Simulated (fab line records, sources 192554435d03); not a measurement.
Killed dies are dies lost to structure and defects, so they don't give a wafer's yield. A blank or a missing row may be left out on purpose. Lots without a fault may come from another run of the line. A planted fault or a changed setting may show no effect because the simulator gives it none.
fab line records | flow n5_finfet | part 1 of 2: steps 1 to 26 of 32
record lots=5 wafers=15 last_day=19
route steps=1938 shown MOL_CONTACT_COAG@625 BEOL_M0_SAQP@632
lots that met no fault: from a run of the same line without faults
start_h: hours from the record's first day to the start of the lot's first wafer shown | wait_h: hours since the lot's step before | " the same as in the row above | L1.1+2: a row that stands for several wafers | - no value, or no start given | * or withheld: withheld | < > ~ a bound
route shown NAME@n: a module of which the file shows steps, and the number in the route of the first | usual: mean/standard deviation of fault-free wafers | same: alike in all rows | chamber/n: place in a boat | sites: the reading at each site | _std_site: their standard deviation | _edge_site: outer sites' mean less inner sites' | radius_mm: how far each site lies from the wafer's centre | mask NAME#n: copy n | behind: the tool/chamber that last shaped the wafer | hold: why the lot was held/for how many hours/how that ended | device: the transistor (n, p or np) that didn't switch | end of line: the same wafers' tests at the end of the route | a step without rows: its recipe alone | killed: dies lost to structure and defects at the first sort, not the wafer's yield | map: a wafer's dies, x killed, . not, _ none there
set.NAME: the setting as run; set.NAME@STEP: as run at that earlier step | model.NAME: the simulator's own value behind a step, which no gauge read
lots at some steps of the route; a table a step, a row a wafer
services: from which hour (start_h, from the record's first day; less than 0 if before it) a tool's chamber was out of use, for how many hours, and why
## steps
# step N5_MOL_CONTACT_COAG_PRECLEAN_127
# recipe chemistry=DIW time_s=57.5 temp_c=23
# usual bath_heat_duty_pct=3.5/0.53
# columns lot.wafer tool chamber start_h wait_h bath_heat_duty_pct
L083.2 wet_bench-03 0 161.07 0.2 3.2
L083.3 " 4 " " 4.6
L083.6 " 1 " " 4.0
L086.1 wet_bench-02 1 174.76 0.2 3.9
L086.2 " 3 " " 3.2
L086.6 " 5 " " 2.6
L088.1 wet_bench-03 1 185.83 0.2 3.6
L088.2 " 5 " " 4.4
L088.4 " 3 " " 3.5
L090.2 wet_bench-02 6 198.11 0.2 2.5
L090.3 " 4 " " 2.5
L090.5 " 5 " " 3.5
L095.1 wet_bench-02 3 226.35 0.2 3.6
L095.3 " 7 " " 3.6
L095.4 " 6 " " 3.1
# step N5_MOL_CONTACT_COAG_SRD_128
# recipe dry_time_s=32 dry=n2_spin spin_rpm=1500
# columns lot.wafer tool chamber start_h wait_h
L083.2+3+6 wet_bench-03 0,4,1 161.09 0.0
L086.1+2+6 wet_bench-02 1,3,5 174.78 0.0
L088.1+2+4 wet_bench-03 1,5,3 185.85 0.0
L090.2+3+5 wet_bench-02 6,4,5 198.14 0.0
L095.1+3+4 wet_bench-02 3,7,6 226.39 0.0
# step N5_MOL_CONTACT_COAG_CMP_52
# recipe stop_on=SiO2 t_overpolish_s=1.5 post_cmp_clean=w_dilute_nh4oh down_force_psi=4 platen_rpm=50.289 pad_velocity_m_s=1.0006 target_thk_nm=66.5
# usual motor_current_A=12.4/1.2 overpolish_run_s=1.500/0.0091 slurry_filter_dp_kPa=13.50/0.14 time_to_endpoint_s=13.5/1.8
# same t_overpolish_s=1.5
# columns lot.wafer tool chamber start_h wait_h motor_current_A overpolish_run_s slurry_filter_dp_kPa time_to_endpoint_s
L083.2 cmp-01 3 161.12 0.0 13.3 1.501 13.51 14.8
L083.3 " 2 " " 11.0 1.508 13.63 12.8
L083.6 " 3 " " 13.5 1.492 13.70 12.9
L086.2 cmp-02 0 174.81 0.0 13.2 1.499 13.64 16.5
L086.1 " 2 " " 13.3 1.505 13.45 14.9
L086.6 " 1 " " 12.5 1.493 13.54 14.2
L088.2 cmp-01 2 186.01 0.2 11.2 1.492 13.56 10.1
L088.4 " 3 " " 13.7 1.490 13.60 11.5
L088.1 " 1 " " 14.9 1.504 13.46 11.8
L090.2 cmp-01 0 198.18 0.0 11.9 1.493 13.47 14.2
L090.3 " 1 " " 14.4 1.490 13.38 14.3
L090.5 " 1 " " 14.5 1.500 13.47 15.1
L095.1 cmp-04 1 226.43 0.0 10.8 1.504 13.85 13.3
L095.4 " 2 " " 11.7 1.504 13.49 14.1
L095.3 " 3 " " 12.6 1.501 13.56 15.3
# step N5_MOL_CONTACT_COAG_THK_MEAS_53
# recipe reads=SiO2_of_MOL_CONTACT_COAG_PECVD_31
# usual VIA_MOL_THK=43.6/0.6
# columns lot.wafer tool chamber start_h wait_h VIA_MOL_THK[nm]
L083.2 film_metro-02 - 161.42 - 43.8
L083.3 " - " " 43.5
L083.6 " - " " 44.3
L086.1 film_metro-02 - 175.11 - 43.5
L086.2 " - " " 43.8
L086.6 " - " " 43.8
L088.1 film_metro-01 - 186.30 - 43.4
L088.2 " - " " 43.1
L088.4 " - " " 43.9
L090.2 film_metro-02 - 198.48 - 43.4
L090.3 " - " " 43.6
L090.5 " - " " 44.3
L095.1 film_metro-02 - 226.72 - 43.6
L095.3 " - " " 44.4
L095.4 " - " " 44.3
# step N5_MOL_CONTACT_COAG_ANNEAL_112
# recipe temp_c=400 time_s=1800 ambient=HPD2 pressure_atm=10
# usual spike_tc_upper_C=400.2/0.99 wafer_temp_C_max=402.9/0.53 zone_power_centre_pct=9.24/0.088 zone_power_upper_pct=8.54/0.088
# columns lot.wafer tool chamber start_h wait_h spike_tc_upper_C wafer_temp_C_max zone_power_centre_pct zone_power_upper_pct
L083.2 hp_anneal-01 0 164.28 2.9 398.1 403.7 9.28 8.45
L083.3 " 0 " " 398.3 402.6 9.24 8.50
L083.6 " 0 " " 399.3 403.6 9.16 8.55
L086.1 hp_anneal-01 0 175.14 0.0 399.3 402.5 9.30 8.38
L086.2 " 0 " " 398.5 402.8 9.27 8.64
L086.6 " 0 " " 399.9 403.5 9.18 8.47
L088.1 hp_anneal-01 0 186.33 0.0 399.8 403.0 9.26 8.51
L088.2 " 0 " " 400.9 403.1 9.42 8.57
L088.4 " 0 " " 400.1 402.7 9.11 8.44
L090.2 hp_anneal-01 0 198.51 0.0 401.8 402.7 9.30 8.49
L090.3 " 0 " " 399.1 402.8 9.36 8.54
L090.5 " 0 " " 401.1 402.2 9.32 8.48
L095.1 hp_anneal-01 0 226.75 0.0 398.0 402.3 9.34 8.51
L095.3 " 0 " " 400.4 402.1 9.18 8.55
L095.4 " 0 " " 399.1 402.4 9.28 8.55
# step N5_MOL_CONTACT_COAG_INSPECT_97
# recipe inspect_instrument=darkfield mode=post_anneal
# usual raw_defect_count=45/19
# columns lot.wafer tool chamber start_h wait_h raw_defect_count
L083.2 defect_inspect-02 - 167.33 0.0 47
L083.3 " - " " 43
L083.6 " - " " 49
L086.1 defect_inspect-02 - 178.16 0.0 49
L086.2 " - " " 70
L086.6 " - " " 25
L088.1 defect_inspect-01 - 189.35 0.0 57
L088.2 " - " " 44
L088.4 " - " " 29
L090.2 defect_inspect-01 - 201.55 0.0 56
L090.3 " - " " 42
L090.5 " - " " 27
L095.1 defect_inspect-02 - 229.79 0.0 31
L095.3 " - " " 36
L095.4 " - " " 51
# step N5_BEOL_M0_SAQP_PECVD_00
# recipe material=SiCN target_thk_a=80 temp_c=withheld precursor=3MS/NH3 pressure_torr=3 rf_w=202 time_s=14
# usual showerhead_plenum_p_Torr=3.665/0.014 throttle_valve_pct=9.2/0.5
# columns lot.wafer tool chamber start_h wait_h showerhead_plenum_p_Torr throttle_valve_pct
L083.2 pecvd-02 0 167.64 0.2 3.649 9.2
L083.3 " 2 " " 3.666 9.0
L083.6 " 2 " " 3.666 9.2
L086.1 pecvd-02 0 178.49 0.2 3.658 9.5
L086.2 " 2 " " 3.665 9.1
L086.6 " 0 " " 3.661 9.1
L088.1 pecvd-03 2 189.69 0.2 3.676 9.1
L088.2 " 1 " " 3.681 9.5
L088.4 " 1 " " 3.683 9.6
L090.2 pecvd-03 2 201.86 0.2 3.674 9.5
L090.3 " 0 " " 3.659 8.7
L090.5 " 2 " " 3.675 9.2
L095.1 pecvd-03 2 230.12 0.2 3.691 9.0
L095.3 " 1 " " 3.690 9.6
L095.4 " 0 " " 3.667 8.6
# step N5_BEOL_M0_SAQP_ILD_DEP_01
# recipe material=SiOC target_thk_a=454.19 temp_c=350 precursor=DEMS/O2 pressure_torr=5 rf_w=500 time_s=8.7
# usual heater_power_w=449/78 showerhead_plenum_p_Torr=5.694/0.018 throttle_valve_pct=12.1/0.65
# columns lot.wafer tool chamber start_h wait_h heater_power_w showerhead_plenum_p_Torr throttle_valve_pct
L083.2 pecvd-02 0 167.66 0.0 564 5.675 12.1
L083.3 " 2 " " 381 5.690 12.0
L083.6 " 2 " " 381 5.673 11.9
L086.1 pecvd-02 0 178.52 0.0 587 5.672 12.0
L086.2 " 2 " " 407 5.691 12.0
L086.6 " 0 " " 588 5.698 12.5
L088.1 pecvd-03 2 189.73 0.0 305 5.703 11.8
L088.2 " 1 " " 409 5.713 12.8
L088.4 " 1 " " 410 5.717 12.5
L090.2 pecvd-03 2 201.89 0.0 376 5.701 12.0
L090.3 " 0 " " 557 5.705 11.3
L090.5 " 2 " " 381 5.711 12.0
L095.1 pecvd-03 2 230.14 0.0 357 5.713 11.9
L095.3 " 1 " " 472 5.727 12.6
L095.4 " 0 " " 544 5.707 11.4
# step N5_BEOL_M0_SAQP_HM_DEP_02
# recipe material=TiN target_thk_a=120 temp_c=25 chamber_pressure_pa=0.49996
# usual throttle_valve_pct=30.6/0.79
# columns lot.wafer tool chamber start_h wait_h throttle_valve_pct
L083.2 pvd_sputter-02 - 168.52 0.8 30.2
L083.3 " - " " 30.1
L083.6 " - " " 30.3
L086.1 pvd_sputter-02 - 179.24 0.7 29.5
L086.2 " - " " 31.5
L086.6 " - " " 30.3
L088.1 pvd_sputter-01 - 190.93 1.2 31.5
L088.2 " - " " 31.3
L088.4 " - " " 31.3
L090.2 pvd_sputter-02 - 202.63 0.7 31.3
L090.3 " - " " 30.3
L090.5 " - " " 30.0
L095.1 pvd_sputter-02 - 230.20 0.0 29.5
L095.3 " - " " 30.2
L095.4 " - " " 31.9
# step N5_BEOL_M0_SAQP_PECVD_03
# recipe material=SiCN target_thk_a=120 temp_c=withheld precursor=3MS/NH3 pressure_torr=3 rf_w=202 time_s=21.1
# usual showerhead_plenum_p_Torr=3.662/0.015 throttle_valve_pct=9.3/0.48
# columns lot.wafer tool chamber start_h wait_h showerhead_plenum_p_Torr throttle_valve_pct
L083.2 pecvd-02 0 168.64 0.1 3.653 9.2
L083.3 " 2 " " 3.677 9.3
L083.6 " 1 " " 3.640 9.8
L086.1 pecvd-01 1 179.36 0.1 3.658 9.8
L086.2 " 0 " " 3.671 9.5
L086.6 " 1 " " 3.658 9.7
L088.1 pecvd-03 2 191.05 0.1 3.674 9.3
L088.2 " 1 " " 3.678 9.8
L088.4 " 1 " " 3.691 9.5
L090.2 pecvd-02 0 202.75 0.1 3.665 8.9
L090.3 " 0 " " 3.651 9.2
L090.5 " 1 " " 3.634 9.7
L095.1 pecvd-02 1 230.32 0.1 3.638 10.0
L095.3 " 1 " " 3.643 9.7
L095.4 " 0 " " 3.652 9.2
# step N5_BEOL_M0_SAQP_PECVD_96
# recipe material=a-Si target_thk_a=450 temp_c=350 precursor=SiH4/He pressure_torr=3 rf_w=100 time_s=45.2
# usual heater_power_w=591/72 showerhead_plenum_p_Torr=5.65/0.058 throttle_valve_pct=18.6/0.95
# columns lot.wafer tool chamber start_h wait_h heater_power_w showerhead_plenum_p_Torr throttle_valve_pct
L083.2 pecvd-02 0 168.67 0.0 643 5.62 18.4
L083.3 " 2 " " 538 5.66 18.3
L083.6 " 1 " " 589 5.55 19.7
L086.1 pecvd-01 1 179.39 0.0 570 5.63 19.4
L086.2 " 0 " " 592 5.70 18.5
L086.6 " 1 " " 579 5.64 19.8
L088.1 pecvd-03 2 191.09 0.0 445 5.71 18.3
L088.2 " 1 " " 649 5.74 19.2
L088.4 " 1 " " 646 5.75 19.2
L090.2 pecvd-02 0 202.79 0.0 714 5.63 18.8
L090.3 " 0 " " 738 5.63 18.8
L090.5 " 1 " " 571 5.57 19.7
L095.1 pecvd-02 1 230.36 0.0 533 5.56 19.8
L095.3 " 1 " " 546 5.56 19.6
L095.4 " 0 " " 729 5.64 18.7
# step N5_BEOL_M0_SAQP_PECVD_97
# recipe material=SiNx target_thk_a=230 temp_c=350 precursor=SiH4/NH3/N2 pressure_torr=1.5 rf_w=300 time_s=19.9
# usual heater_power_w=520/82 showerhead_plenum_p_Torr=5.12/0.077 throttle_valve_pct=40.9/2.1
# columns lot.wafer tool chamber start_h wait_h heater_power_w showerhead_plenum_p_Torr throttle_valve_pct
L083.2 pecvd-02 0 168.72 0.0 657 5.08 40.9
L083.3 " 2 " " 484 5.15 40.1
L083.6 " 1 " " 495 5.01 43.1
L086.1 pecvd-01 1 179.44 0.0 564 5.09 43.3
L086.2 " 0 " " 449 5.17 40.9
L086.6 " 1 " " 564 5.08 43.2
L088.1 pecvd-03 2 191.16 0.0 413 5.22 40.4
L088.2 " 1 " " 578 5.25 42.1
L088.4 " 1 " " 565 5.23 42.2
L090.2 pecvd-02 0 202.86 0.0 571 5.09 40.9
L090.3 " 0 " " 583 5.07 40.9
L090.5 " 1 " " 456 5.02 43.1
L095.1 pecvd-02 1 230.43 0.0 490 5.00 43.0
L095.3 " 1 " " 487 5.00 43.3
L095.4 " 0 " " 669 5.08 41.0
# step N5_BEOL_M0_SAQP_PECVD_04
# recipe material=a-Si target_thk_a=600 temp_c=350 precursor=SiH4/He pressure_torr=3 rf_w=100 time_s=60.2
# usual heater_power_w=593/77 showerhead_plenum_p_Torr=5.65/0.058 throttle_valve_pct=18.6/0.95
# columns lot.wafer tool chamber start_h wait_h heater_power_w showerhead_plenum_p_Torr throttle_valve_pct
L083.2 pecvd-02 0 168.75 0.0 668 5.61 18.6
L083.3 " 2 " " 582 5.66 18.3
L083.6 " 1 " " 577 5.56 19.8
L086.1 pecvd-01 1 179.47 0.0 614 5.62 19.7
L086.2 " 0 " " 539 5.68 19.0
L086.6 " 1 " " 612 5.62 19.6
L088.1 pecvd-03 2 191.22 0.0 520 5.72 18.6
L088.2 " 1 " " 607 5.74 19.2
L088.4 " 1 " " 584 5.74 19.5
L090.2 pecvd-02 0 202.92 0.0 689 5.63 18.6
L090.3 " 0 " " 705 5.63 18.8
L090.5 " 1 " " 584 5.56 19.8
L095.1 pecvd-02 1 230.49 0.0 538 5.57 19.6
L095.3 " 1 " " 542 5.57 19.7
L095.4 " 0 " " 684 5.63 18.8
# step N5_BEOL_M0_SAQP_THK_MEAS_05
# usual thk_nm=60.0/0.67
# columns lot.wafer tool chamber start_h wait_h thk_nm
L083.2 film_metro-01 - 168.85 0.1 58.6
L083.3 " - " " 59.4
L083.6 " - " " 60.4
L086.1 film_metro-02 - 179.57 0.1 59.8
L086.2 " - " " 59.3
L086.6 " - " " 60.2
L088.1 film_metro-02 - 191.35 0.1 59.1
L088.2 " - " " 59.4
L088.4 " - " " 61.1
L090.2 film_metro-02 - 203.05 0.1 58.7
L090.3 " - " " 59.9
L090.5 " - " " 60.3
L095.1 film_metro-01 - 230.62 0.1 58.9
L095.3 " - " " 60.7
L095.4 " - " " 59.6
# step N5_BEOL_M0_SAQP_HM_DEP_111
# recipe material=SiO2 target_thk_a=120 temp_c=400 precursor=SiH4/N2O pressure_torr=0.75 rf_w=275 time_s=7.2
# usual heater_power_w=741/100 showerhead_plenum_p_Torr=8.15/0.15
# columns lot.wafer tool chamber start_h wait_h heater_power_w showerhead_plenum_p_Torr
L083.2 pecvd-01 2 168.89 0.0 722 8.17
L083.3 " 1 " " 822 8.05
L083.6 " 0 " " 647 8.21
L086.1 pecvd-03 1 179.61 0.0 781 8.34
L086.2 " 0 " " 808 8.13
L086.6 " 1 " " 762 8.36
L088.1 pecvd-02 0 191.38 0.0 927 8.03
L088.2 " 2 " " 718 8.12
L088.4 " 2 " " 743 8.14
L090.2 pecvd-02 1 203.09 0.0 705 7.89
L090.3 " 0 " " 783 8.04
L090.5 " 0 " " 781 8.04
L095.1 pecvd-03 0 230.65 0.0 824 8.13
L095.3 " 2 " " 639 8.28
L095.4 " 0 " " 826 8.12
# step N5_BEOL_M0_SAQP_COAT_81
# recipe resist=SOC temp_c=250 time_s=60 spin_rpm=1500 resist_thk_nm=100
# columns lot.wafer tool chamber start_h wait_h
L083.2+3+6 litho_track-01 0 168.96 0.1
L086.1+2+6 litho_track-04 0 179.68 0.1
L088.1+2+4 litho_track-03 0 191.46 0.1
L090.2+3+5 litho_track-03 0 203.19 0.1
L095.1+3+4 litho_track-01 0 230.73 0.1
# step N5_BEOL_M0_SAQP_COAT_82
# recipe resist=SiARC temp_c=220 time_s=60 spin_rpm=1500 resist_thk_nm=30
# columns lot.wafer tool chamber start_h wait_h
L083.2+3+6 litho_track-01 0 - -
L086.1+2+6 litho_track-04 0 - -
L088.1+2+4 litho_track-03 0 - -
L090.2+3+5 litho_track-03 0 - -
L095.1+3+4 litho_track-01 0 - -
# step N5_BEOL_M0_SAQP_COAT_08
# recipe resist=CAR-ArF spin_rpm=1500 resist_thk_nm=90
# columns lot.wafer tool chamber start_h wait_h
L083.2+3+6 litho_track-01 0 - -
L086.1+2+6 litho_track-04 0 - -
L088.1+2+4 litho_track-03 0 - -
L090.2+3+5 litho_track-03 0 - -
L095.1+3+4 litho_track-01 0 - -
# step N5_BEOL_M0_SAQP_EBR_10
# recipe solvent=PGMEA ebr_width_mm=1.5
# columns lot.wafer tool chamber start_h wait_h
L083.2+3+6 litho_track-01 0 - -
L086.1+2+6 litho_track-04 0 - -
L088.1+2+4 litho_track-03 0 - -
L090.2+3+5 litho_track-03 0 - -
L095.1+3+4 litho_track-01 0 - -
# step N5_BEOL_M0_SAQP_SOFTBAKE_09
# recipe temp_c=110 time_s=60 resist=CAR-ArF
# columns lot.wafer tool chamber start_h wait_h
L083.2+3+6 litho_track-01 0 - -
L086.1+2+6 litho_track-04 0 - -
L088.1+2+4 litho_track-03 0 - -
L090.2+3+5 litho_track-03 0 - -
L095.1+3+4 litho_track-01 0 - -
# step N5_BEOL_M0_SAQP_EXPOSE_11
# recipe mask_id=M0_CORE na=1.35 source_shape=dipole sigma_inner=0.538 sigma_outer=0.738 polarization=te target_cd_nm=42 dose_mj=55
# columns lot.wafer tool chamber start_h wait_h mask
L083.2+3+6 arfi_scanner-03 0 169.09 - M0_CORE#0
L086.1+2+6 arfi_scanner-02 0 179.93 - M0_CORE#0
L088.1+2+4 arfi_scanner-03 0 191.70 - M0_CORE#0
L090.2+3+5 arfi_scanner-03 0 203.44 - M0_CORE#0
L095.1+3+4 arfi_scanner-01 0 230.85 - M0_CORE#0
# step N5_BEOL_M0_SAQP_PEB_12
# recipe peb_temp_c=withheld peb_time_s=60 resist=CAR-ArF
# columns lot.wafer tool chamber start_h wait_h
L083.2+3+6 litho_track-03 0 169.14 0.0
L086.1+2+6 litho_track-04 0 179.98 0.1
L088.1+2+4 litho_track-01 0 191.76 0.1
L090.2+3+5 litho_track-01 0 203.49 0.0
L095.1+3+4 litho_track-01 0 230.91 0.1
# step N5_BEOL_M0_SAQP_DEVELOP_13
# recipe develop_time_s=30 developer=TMAH resist=CAR-ArF dev_temp_c=23 rinse_liquid=diw dry=air_spin
# columns lot.wafer tool chamber start_h wait_h
L083.2+3+6 litho_track-03 0 - -
L086.1+2+6 litho_track-04 0 - -
L088.1+2+4 litho_track-01 0 - -
L090.2+3+5 litho_track-01 0 - -
L095.1+3+4 litho_track-01 0 - -
# step N5_BEOL_M0_SAQP_CD_MEAS_14
# recipe target_cd_nm=42.5 landing_energy_ev=500 detector=se_inlens
# usual cd_nm=42.46/0.28
# columns lot.wafer tool chamber start_h wait_h cd_nm
L083.2 cd_sem-01 0 169.21 - 43.08
L083.3 " 0 " " 42.77
L083.6 " 0 " " 43.09
L086.1 cd_sem-03 0 180.05 - 42.18
L086.2 " 0 " " 42.58
L086.6 " 0 " " 42.68
L088.1 cd_sem-02 0 191.83 - 41.82
L088.2 " 0 " " 42.41
L088.4 " 0 " " 42.39
L090.2 cd_sem-02 0 203.56 - 42.09
L090.3 " 0 " " 42.63
L090.5 " 0 " " 42.54
L095.1 cd_sem-03 0 230.97 - 42.52
L095.3 " 0 " " 42.20
L095.4 " 0 " " 42.01
# step N5_BEOL_M0_SAQP_OVL_MEAS_15
# recipe points_per_wafer=44
# usual M0_CORE_OVL=-0.4/0.82
# columns lot.wafer tool chamber start_h wait_h M0_CORE_OVL[nm]
L083.2 overlay-02 0 169.24 0.0 -0.4
L083.3 " 0 " " 0.3
L083.6 " 0 " " -0.2
L086.1 overlay-01 0 180.08 0.0 0.1
L086.2 " 0 " " 0.5
L086.6 " 0 " " 0.2
L088.1 overlay-02 0 191.86 0.0 0.1
L088.2 " 0 " " -0.1
L088.4 " 0 " " 0.3
L090.2 overlay-02 0 203.59 0.0 0.2
L090.3 " 0 " " -0.9
L090.5 " 0 " " -0.8
L095.1 overlay-01 0 231.00 0.0 -0.3
L095.3 " 0 " " 0.2
L095.4 " 0 " " -1.0
# step N5_BEOL_M0_SAQP_INSPECT_16
# recipe mode=adi inspect_instrument=brightfield
# usual raw_defect_count=485/150
# columns lot.wafer tool chamber start_h wait_h raw_defect_count
L083.2 defect_inspect-01 - 169.26 0.0 439
L083.3 " - " " 663
L083.6 " - " " 687
L086.1 defect_inspect-01 - 180.11 0.0 339
L086.2 " - " " 325
L086.6 " - " " 312
L088.1 defect_inspect-01 - 191.88 0.0 554
L088.2 " - " " 593
L088.4 " - " " 647
L090.2 defect_inspect-01 - 203.61 0.0 507
L090.3 " - " " 434
L090.5 " - " " 360
L095.1 defect_inspect-01 - 231.03 0.0 749
L095.3 " - " " 613
L095.4 " - " " 460
